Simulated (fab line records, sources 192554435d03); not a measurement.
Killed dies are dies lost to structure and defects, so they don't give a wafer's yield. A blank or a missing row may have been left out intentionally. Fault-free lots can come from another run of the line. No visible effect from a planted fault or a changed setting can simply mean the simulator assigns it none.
Chamber matching :: flow n5-finfet :: N5_BEOL_M8_CURE_75 on uv-cure-02: 3 sister chambers
The step cures SiCOH lowk, time 120 s. 3 wafers are shown with their chamber, then 11 later ones without.

== EACH WAFER AND ITS CHAMBER ==
wafer: L077.3
chamber: 0
lamp-power-pct (%): 52.26

wafer: L089.6
chamber: 2
lamp-power-pct (%): 52.36

wafer: L088.2
chamber: 1
lamp-power-pct (%): 52.38

== WAFERS MISSING THEIR CHAMBER ==
wafer: L088.5
lamp-power-pct (%): 52.27

wafer: L088.6
lamp-power-pct (%): 52.29

wafer: L090.2
lamp-power-pct (%): 52.34

wafer: L090.4
lamp-power-pct (%): 52.28

wafer: L090.5
lamp-power-pct (%): 52.22

wafer: L091.2
lamp-power-pct (%): 52.26

wafer: L091.5
lamp-power-pct (%): 52.28

wafer: L091.6
lamp-power-pct (%): 52.38

wafer: L096.3
lamp-power-pct (%): 52.32

wafer: L096.4
lamp-power-pct (%): 52.23

wafer: L096.6
lamp-power-pct (%): 52.36

== WHICH CHAMBER EACH WENT THROUGH ==
wafer: L088.5
from the rows above: 0
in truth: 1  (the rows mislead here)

wafer: L088.6
from the rows above: can't be placed: 0 or 2
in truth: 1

wafer: L090.2
from the rows above: can't be placed: 2 or 1
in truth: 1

wafer: L090.4
from the rows above: 0
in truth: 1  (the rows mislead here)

wafer: L090.5
from the rows above: 0
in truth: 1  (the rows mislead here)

wafer: L091.2
from the rows above: 0
in truth: 0

wafer: L091.5
from the rows above: 0
in truth: 0

wafer: L091.6
from the rows above: can't be placed: 1 or 2
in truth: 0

wafer: L096.3
from the rows above: can't be placed: 2 or 0 or 1
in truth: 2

wafer: L096.4
from the rows above: 0
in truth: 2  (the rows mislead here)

wafer: L096.6
from the rows above: can't be placed: 2 or 1
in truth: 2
Correct placement for 2 of the 11. Unplaceable from these rows: 5, with the true chamber sitting among the candidates in 3. Placed wrongly: 4.
How it was worked out, from the rows above alone: a wafer's distance from a chamber is the root of the sum, over the readings, of the square of ((its reading less the chamber's mean) divided by the reading's scatter). If the next closest chamber is less than 2 further off than the closest, the wafer can't be placed; otherwise it belongs to the closest. For every chamber, the mean is computed from those of its wafers that are shown. The scatter: root of mean squared gap, hidden wafer to nearest shown wafer, with one shown wafer a chamber.
